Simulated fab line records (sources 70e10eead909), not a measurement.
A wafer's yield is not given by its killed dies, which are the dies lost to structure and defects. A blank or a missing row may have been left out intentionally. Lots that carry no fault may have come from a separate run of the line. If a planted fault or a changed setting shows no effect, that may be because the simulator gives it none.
Chamber matching    flow nand-harc    rie-diel-07 running NHARC_A_CONTACT_ETCH_106: 4 sister chambers
The step etches the open film in CF4/O2, target depth 60 nm, overetch 6 nm, time 33 s. 39 wafers are shown with their chamber, then 12 later ones without.

## EACH WAFER AND ITS CHAMBER
wafer   chamber  drypump-motor-current-A (A)  showerhead-plenum-p-Torr (Torr)  rf-vpp-V (V)
L076.3  3        6.18                         1.27                             197.4
L076.5  3        6.18                         1.27                             197.1
L076.6  2        6.17                         1.38                             198.0
L079.1  0        5.59                         1.36                             199.6
L079.2  1        5.89                         1.40                             198.8
L079.6  3        6.18                         1.27                             196.2
L078.4  3        6.17                         1.27                             196.5
L078.5  1        5.88                         1.40                             198.0
L078.6  2        6.19                         1.37                             197.8
L080.3  2        6.18                         1.37                             198.9
L080.5  3        6.17                         1.27                             196.7
L080.6  2        6.17                         1.37                             198.1
L082.4  3        6.19                         1.27                             195.1
L082.5  0        5.65                         1.36                             198.5
L082.6  1        5.85                         1.40                             198.6
L084.1  3        6.16                         1.27                             197.1
L084.2  1        5.86                         1.40                             200.2
L084.4  2        6.19                         1.37                             197.2
L083.4  1        5.90                         1.40                             198.2
L083.5  3        6.17                         1.27                             197.4
L083.6  0        5.62                         1.36                             199.4
L085.2  0        5.63                         1.36                             199.6
L085.4  3        6.15                         1.27                             196.2
L085.6  0        5.64                         1.36                             199.0
L089.4  1        5.92                         1.39                             199.0
L089.5  1        5.88                         1.40                             199.9
L089.6  0        5.64                         1.36                             197.7
L090.1  1        5.87                         1.39                             200.9
L090.4  0        5.63                         1.36                             198.4
L090.5  0        5.64                         1.36                             197.4
L088.1  2        6.18                         1.37                             196.5
L088.3  3        6.18                         1.26                             197.3
L088.6  3        6.16                         1.26                             195.9
L092.1  1        5.91                         1.39                             198.0
L092.2  2        6.18                         1.37                             200.5
L092.5  3        6.16                         1.26                             196.6
L093.1  2        6.17                         1.37                             198.1
L093.3  0        5.62                         1.36                             198.5
L093.4  3        6.15                         1.26                             197.1

SIGNATURES (means of the wafers above)
reading                   chamber 0  chamber 1  chamber 2  chamber 3  scatter within a chamber
drypump-motor-current-A   5.6289     5.8844     6.1787     6.1692     0.0161
showerhead-plenum-p-Torr  1.3600     1.3967     1.3713     1.2669     0.00402
rf-vpp-V                  198.678    199.067    198.137    196.662    0.912
Rule: a wafer lies at a distance from a chamber equal to the root of the sum of squares, over the readings, of (its reading less the chamber's mean, divided by the reading's scatter). If the next closest chamber is less than 2 further off than the closest, the wafer can't be placed; otherwise it belongs to the closest. How the scatter is found: for the shown wafers, subtract from each reading the mean of its chamber, square and add these, divide the total by (wafers less chambers), then take the root.

## WAFERS WITHOUT THEIR CHAMBER
wafer   drypump-motor-current-A (A)  showerhead-plenum-p-Torr (Torr)  rf-vpp-V (V)
L096.1  6.16                         1.37                             198.8
L096.2  6.15                         1.26                             195.5
L096.6  5.87                         1.39                             198.3
L094.1  6.18                         1.26                             196.0
L094.2  6.18                         1.37                             200.4
L094.4  5.88                         1.39                             198.1
L095.3  5.64                         1.36                             198.2
L095.4  6.18                         1.37                             199.2
L095.6  6.18                         1.26                             195.4
L097.1  6.20                         1.37                             198.3
L097.2  6.17                         1.26                             195.8
L097.4  5.62                         1.36                             198.9

## EACH ONE'S CHAMBER
wafer   from the rows above  in truth
L096.1  2                    2
L096.2  3                    3
L096.6  1                    1
L094.1  3                    3
L094.2  2                    2
L094.4  1                    1
L095.3  0                    0
L095.4  2                    2
L095.6  3                    3
L097.1  2                    2
L097.2  3                    3
L097.4  0                    0
Correct placement for 12 of the 12. Can't be placed from these rows: 0. Number placed wrongly: 0.
